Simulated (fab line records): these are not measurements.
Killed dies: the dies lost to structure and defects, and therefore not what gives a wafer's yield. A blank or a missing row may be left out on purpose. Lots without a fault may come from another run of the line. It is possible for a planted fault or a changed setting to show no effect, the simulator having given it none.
Comparing a struck lot with a sound one -- flow nand_harc -- 40 steps out of a route of 1159
Sound: the wafers L246.1, L246.2, L246.6. Wafers L256.2, L256.3, L256.5 were the ones struck. The cause comes at the end.
Per side, at each step with rows, come the tool, then ch with its chambers, and then its first start. Under that, the readings that differ: sound wafers -- struck wafers -- difference of the means -- sigmas: that difference in standard deviations of wafers without a fault.
alike: a reading whose means differ by less than 2 such deviations, as well as words and numbers matching on both sides. not compared: withheld readings; readings where some wafer has no value; bounds like >300 that might hide an equal value; numbers whose values overlap and for which the record gives no deviation.
The two part at a step that has a row with sigmas, a row that says differs or no value, or rows on one side only. Non-overlapping numbers with no deviation appear without sigmas and do not part them. A reading missing from all wafers of one side parts the sides only when that side holds two or more wafers.

first, 5 steps without rows for these wafers: NHARC_A_STAIRCASE_EBR_246; NHARC_A_STAIRCASE_EXPOSE_247 (exposes mask SDS 1); NHARC_A_STAIRCASE_PEB_248 (peb time 130 s); NHARC_A_STAIRCASE_DEVELOP_249 (time 140 s); NHARC_A_STAIRCASE_HARDBAKE_251 (time 140 s).
NHARC_A_STAIRCASE_DESCUM_252: chemistry O2, time 3 s.
  sound on rie_diel-05 ch 0,1,3, day 11 09:23; struck on rie_diel-04 ch 0,1,2, day 14 19:43
  alike: drypump_motor_current_A, oes_product_au, rf_vpp_V, showerhead_plenum_p_Torr, throttle_valve_pct
  not compared: rf_hours_counter_h
then, 5 steps without rows for these wafers: NHARC_A_STAIRCASE_ETCH_253 (etches the open film in C4F8/O2, target depth 50 nm, time 20.2 s); NHARC_A_STAIRCASE_STRIP_254 (strips in O2); NHARC_A_STAIRCASE_STRIP_255 (strips in SPM, time 900 s); NHARC_A_STAIRCASE_PRECLEAN_256 (cleans in SC1); NHARC_A_STAIRCASE_SRD_257.
NHARC_A_STAIRCASE_HM_DEP_456: deposits aC, target thk 1500 nm.
  sound on acl_dep-03 ch 0, day 11 10:23; struck on acl_dep-01 ch 0, day 14 21:07
  alike: throttle_valve_pct
then, 11 steps without rows for these wafers: NHARC_A_STAIRCASE_DEP_259 (deposits SiON, target thk 30 nm); NHARC_A_STAIRCASE_DEHYDRATE_281 (time 120 s); NHARC_A_STAIRCASE_HMDS_282 (time 30 s); NHARC_A_STAIRCASE_COAT_283; NHARC_A_STAIRCASE_SOFTBAKE_284 (time 170 s); NHARC_A_STAIRCASE_EBR_285; NHARC_A_STAIRCASE_EXPOSE_286 (exposes mask CHOP 100); NHARC_A_STAIRCASE_PEB_287 (peb time 130 s); NHARC_A_STAIRCASE_DEVELOP_288 (time 140 s); NHARC_A_STAIRCASE_HARDBAKE_290 (time 140 s); NHARC_A_STAIRCASE_DESCUM_291 (chemistry O2, time 3 s).
NHARC_A_STAIRCASE_ETCH_292: etches the open film in CF4/CHF3.
  sound on rie_diel-02 ch 0,2, day 11 13:19; struck on rie_diel-05 ch 1,3, day 14 23:38
reading,sound,struck,difference,sigmas
showerhead_plenum_p_Torr (Torr),1.66 1.65 1.65,1.50 1.61 1.50,-0.12,-2
  alike: chf3_flow_sccm, drypump_motor_current_A, oes_product_au, rf_vpp_V, throttle_valve_pct
  not compared: rf_hours_counter_h
NHARC_A_STAIRCASE_HM_OPEN_460: chemistry O2/COS.
  sound on rie_diel-02 ch 1,2,3; struck on rie_diel-05 ch 1,2
  alike: drypump_motor_current_A, oes_product_au, rf_vpp_V, showerhead_plenum_p_Torr, throttle_valve_pct
  not compared: rf_hours_counter_h
then, 3 steps without rows for these wafers: NHARC_A_STAIRCASE_STRIP_461 (strips in O2/COS); NHARC_A_STAIRCASE_ETCH_452 (etches the open film in CF4/O2, target depth 30 nm, overetch 3 nm, time 16.5 s); NHARC_A_STAIRCASE_ETCH_294 (etches the open film in C4F8/O2/Ar, target depth 4992 nm, time 1212.4 s).
NHARC_A_STAIRCASE_STRIP_295: strips in O2.
  sound on rie_diel-02 ch 0,1,2; struck on rie_diel-05 ch 1,3
  alike: drypump_motor_current_A, oes_product_au, rf_vpp_V, showerhead_plenum_p_Torr, throttle_valve_pct
  not compared: rf_hours_counter_h
then, 4 steps without rows for these wafers: NHARC_A_STAIRCASE_STRIP_296 (strips in SPM, time 900 s); NHARC_A_STAIRCASE_PRECLEAN_297 (cleans in SC1); NHARC_A_STAIRCASE_SRD_298; NHARC_A_STAIRCASE_HM_DEP_462 (deposits aC, target thk 800 nm).
NHARC_A_STAIRCASE_DEP_301: deposits SiON, target thk 30 nm.
  sound on pecvd-02 ch 1,2, day 11 17:31; struck on pecvd-04 ch 0,1,2, day 15 03:53
  alike: heater_power_w
then, 5 steps without rows for these wafers: NHARC_A_STAIRCASE_DEHYDRATE_302 (time 120 s); NHARC_A_STAIRCASE_HMDS_303 (time 30 s); NHARC_A_STAIRCASE_COAT_304; NHARC_A_STAIRCASE_SOFTBAKE_305 (time 170 s); NHARC_A_STAIRCASE_EBR_306.
-- the record jumps here: 7 days lie between the struck wafers' starts before and after (it left off in module A_STAIRCASE and takes up again in module END, whose first step shown is number 1159 of the route) --
NHARC_END_SORT_01:
  the record has rows for the struck wafers here (prober-02 ch 0, day 22 09:29) and none for the sound ones

## WHERE THEY PART
First at NHARC_A_STAIRCASE_ETCH_292; last, within this record, at NHARC_END_SORT_01.

WHY: whatever the simulator had introduced
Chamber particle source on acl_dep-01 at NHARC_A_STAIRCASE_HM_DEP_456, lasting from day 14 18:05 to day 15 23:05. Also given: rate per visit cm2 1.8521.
